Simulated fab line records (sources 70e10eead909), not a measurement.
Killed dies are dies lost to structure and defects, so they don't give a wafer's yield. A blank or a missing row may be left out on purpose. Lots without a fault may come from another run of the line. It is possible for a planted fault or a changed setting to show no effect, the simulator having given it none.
Which tool did it? || flow nandHarc || 24 lots with 72 wafers sampled at 2 steps, on a route of 1302 steps

## WHAT EACH GAUGE READ, for each wafer
NHARC_P_ZERO_WELL_CD_MEAS_52: the cd target is 2000 nm. Usual: 2000.9 nm for cdNm, sd 1.6.
{"lot": "L074", "measured": "day 2 01:42", "on": "cdSem-01", "cdNm (nm)": "1997.4 1998.4 1996.7", "flag": ""}
{"lot": "L075", "measured": "day 2 11:47", "on": "cdSem-02", "cdNm (nm)": "2002.1 1998.7 2002.8", "flag": ""}
{"lot": "L076", "measured": "day 3 00:12", "on": "cdSem-02", "cdNm (nm)": "1999.5 2002.4 1998.5", "flag": ""}
{"lot": "L077", "measured": "day 3 08:53", "on": "cdSem-03", "cdNm (nm)": "2001.9 2001.3 2003.0", "flag": ""}
{"lot": "L078", "measured": "day 3 17:25", "on": "cdSem-03", "cdNm (nm)": "2001.2 2002.4 2001.0", "flag": ""}
{"lot": "L079", "measured": "day 4 03:49", "on": "cdSem-02", "cdNm (nm)": "1999.0 1999.4 2001.9", "flag": ""}
{"lot": "L080", "measured": "day 4 13:37", "on": "cdSem-03", "cdNm (nm)": "2000.1 1998.5 1999.7", "flag": ""}
{"lot": "L081", "measured": "day 5 00:20", "on": "cdSem-01", "cdNm (nm)": "1998.9 2001.9 1999.8", "flag": ""}
{"lot": "L082", "measured": "day 5 10:01", "on": "cdSem-02", "cdNm (nm)": "2003.2 2002.8 2003.3", "flag": ""}
{"lot": "L083", "measured": "day 5 20:04", "on": "cdSem-01", "cdNm (nm)": "2001.8 2002.3 2000.8", "flag": ""}
{"lot": "L084", "measured": "day 6 05:38", "on": "cdSem-03", "cdNm (nm)": "2001.0 2001.5 2003.2", "flag": ""}
{"lot": "L085", "measured": "day 6 15:53", "on": "cdSem-03", "cdNm (nm)": "2000.5 2000.3 2002.8", "flag": ""}
{"lot": "L086", "measured": "day 7 01:37", "on": "cdSem-03", "cdNm (nm)": "2001.5 2002.4 1999.9", "flag": ""}
{"lot": "L087", "measured": "day 7 11:49", "on": "cdSem-01", "cdNm (nm)": "2000.7 2000.2 1999.8", "flag": ""}
{"lot": "L088", "measured": "day 7 22:01", "on": "cdSem-03", "cdNm (nm)": "1999.8 1998.9 2002.2", "flag": ""}
{"lot": "L089", "measured": "day 8 08:15", "on": "cdSem-01", "cdNm (nm)": "2002.5 2000.6 1999.2", "flag": ""}
{"lot": "L090", "measured": "day 8 17:49", "on": "cdSem-01", "cdNm (nm)": "1999.3 1998.1 2001.2", "flag": ""}
{"lot": "L091", "measured": "day 9 03:56", "on": "cdSem-01", "cdNm (nm)": "1999.9 1998.1 2000.4", "flag": ""}
{"lot": "L092", "measured": "day 9 13:41", "on": "cdSem-01", "cdNm (nm)": "2003.0 2000.9 2001.6", "flag": ""}
{"lot": "L093", "measured": "day 10 00:00", "on": "cdSem-01", "cdNm (nm)": "1998.6 2003.7 1999.3", "flag": ""}
{"lot": "L094", "measured": "day 10 14:15", "on": "cdSem-03", "cdNm (nm)": "2002.2 2000.4 2002.0", "flag": ""}
{"lot": "L095", "measured": "day 10 19:54", "on": "cdSem-01", "cdNm (nm)": "2002.4 2001.3 2002.2", "flag": ""}
{"lot": "L096", "measured": "day 11 05:29", "on": "cdSem-02", "cdNm (nm)": "2001.4 1998.7 2001.2", "flag": ""}
{"lot": "L097", "measured": "day 11 15:52", "on": "cdSem-03", "cdNm (nm)": "2000.7 2000.2 1999.5", "flag": ""}

NHARC_P_STI_OVL_MEAS_10. Usual: overlayXNm 0 nm, standard deviation 5.5; overlayYNm 1 nm, standard deviation 4.8.
{"lot": "L074", "measured": "day 2 21:04", "on": "overlay-02", "overlayXNm (nm)": "-7 -6 -7", "overlayYNm (nm)": "-3 -3 -3", "flag": ""}
{"lot": "L075", "measured": "day 3 09:16", "on": "overlay-02", "overlayXNm (nm)": "-3 -3 -3", "overlayYNm (nm)": "3 2 3", "flag": ""}
{"lot": "L076", "measured": "day 3 18:38", "on": "overlay-02", "overlayXNm (nm)": "4 4 4", "overlayYNm (nm)": "-1 -2 -1", "flag": ""}
{"lot": "L077", "measured": "day 4 02:16", "on": "overlay-02", "overlayXNm (nm)": "9 9 9", "overlayYNm (nm)": "3 3 2", "flag": ""}
{"lot": "L078", "measured": "day 4 12:02", "on": "overlay-02", "overlayXNm (nm)": "-4 -4 -4", "overlayYNm (nm)": "-11 -12 -12", "flag": ""}
{"lot": "L079", "measured": "day 4 20:28", "on": "overlay-02", "overlayXNm (nm)": "-10 -10 -10", "overlayYNm (nm)": "-10 -10 -10", "flag": ""}
{"lot": "L080", "measured": "day 5 07:10", "on": "overlay-02", "overlayXNm (nm)": "3 3 4", "overlayYNm (nm)": "6 6 7", "flag": ""}
{"lot": "L081", "measured": "day 5 17:15", "on": "overlay-01", "overlayXNm (nm)": "7 6 8", "overlayYNm (nm)": "-2 -2 -2", "flag": ""}
{"lot": "L082", "measured": "day 6 03:54", "on": "overlay-02", "overlayXNm (nm)": "1 1 1", "overlayYNm (nm)": "2 2 2", "flag": ""}
{"lot": "L083", "measured": "day 6 13:14", "on": "overlay-01", "overlayXNm (nm)": "-5 -5 -5", "overlayYNm (nm)": "5 6 6", "flag": ""}
{"lot": "L084", "measured": "day 6 22:45", "on": "overlay-02", "overlayXNm (nm)": "-4 -4 -4", "overlayYNm (nm)": "5 5 5", "flag": ""}
{"lot": "L085", "measured": "day 7 08:15", "on": "overlay-02", "overlayXNm (nm)": "-3 -2 -2", "overlayYNm (nm)": "-3 -3 -3", "flag": ""}
{"lot": "L086", "measured": "day 7 19:58", "on": "overlay-02", "overlayXNm (nm)": "1 1 1", "overlayYNm (nm)": "0 0 -1", "flag": ""}
{"lot": "L087", "measured": "day 8 05:25", "on": "overlay-01", "overlayXNm (nm)": "9 10 11", "overlayYNm (nm)": "3 3 3", "flag": ""}
{"lot": "L088", "measured": "day 8 15:08", "on": "overlay-02", "overlayXNm (nm)": "8 7 7", "overlayYNm (nm)": "3 3 3", "flag": ""}
{"lot": "L089", "measured": "day 9 02:55", "on": "overlay-01", "overlayXNm (nm)": "-3 -3 -2", "overlayYNm (nm)": "8 8 8", "flag": ""}
{"lot": "L090", "measured": "day 9 15:11", "on": "overlay-02", "overlayXNm (nm)": "-2 -3 -3", "overlayYNm (nm)": "6 7 7", "flag": ""}
{"lot": "L091", "measured": "day 10 00:35", "on": "overlay-02", "overlayXNm (nm)": "5 6 6", "overlayYNm (nm)": "4 3 3", "flag": ""}
{"lot": "L092", "measured": "day 10 06:13", "on": "overlay-02", "overlayXNm (nm)": "5 6 6", "overlayYNm (nm)": "4 4 5", "flag": ""}
{"lot": "L093", "measured": "day 10 17:04", "on": "overlay-02", "overlayXNm (nm)": "2 2 2", "overlayYNm (nm)": "-3 -4 -4", "flag": ""}
{"lot": "L094", "measured": "day 11 12:01", "on": "overlay-02", "overlayXNm (nm)": "3 3 3", "overlayYNm (nm)": "0 1 1", "flag": ""}
{"lot": "L095", "measured": "day 11 12:03", "on": "overlay-01", "overlayXNm (nm)": "-8 -8 -8", "overlayYNm (nm)": "-1 0 0", "flag": ""}
{"lot": "L096", "measured": "day 11 22:41", "on": "overlay-01", "overlayXNm (nm)": "2 2 2", "overlayYNm (nm)": "3 4 3", "flag": ""}
{"lot": "L097", "measured": "day 12 08:38", "on": "overlay-01", "overlayXNm (nm)": "-7 -7 -7", "overlayYNm (nm)": "3 4 3", "flag": ""}

## WHICH TOOL RAN EACH LOT (tool, then ch and the chambers of the sampled wafers, then the start)
There is no process step in the record ahead of these readings.

## AS READ BY THE TOOLS THEMSELVES (means over the sampled wafers that have a number; for cases with no such wafer, the mark the record gives instead)
The record holds no such reading with a usual standard deviation.

## THE ANSWER, worked out from the rows above alone
Rule: a lot counts as off when the mean over its wafers that have a number is more than 3 standard deviations away from the usual mean. A lot without any number at a reading at which 4 lots or more have one is off too. Any other lot the step has rows for is counted as sound. First the gauges in route order, then the tools' own readings, where a lot's mean is used as printed above. The first step at which some lot is off is used, and at that step the reading that is off furthest; a lot without a number counts as furthest.
No lot is off on any of the readings shown, so nothing can be concluded from this.

## WHAT THE SIMULATOR HAD INSERTED
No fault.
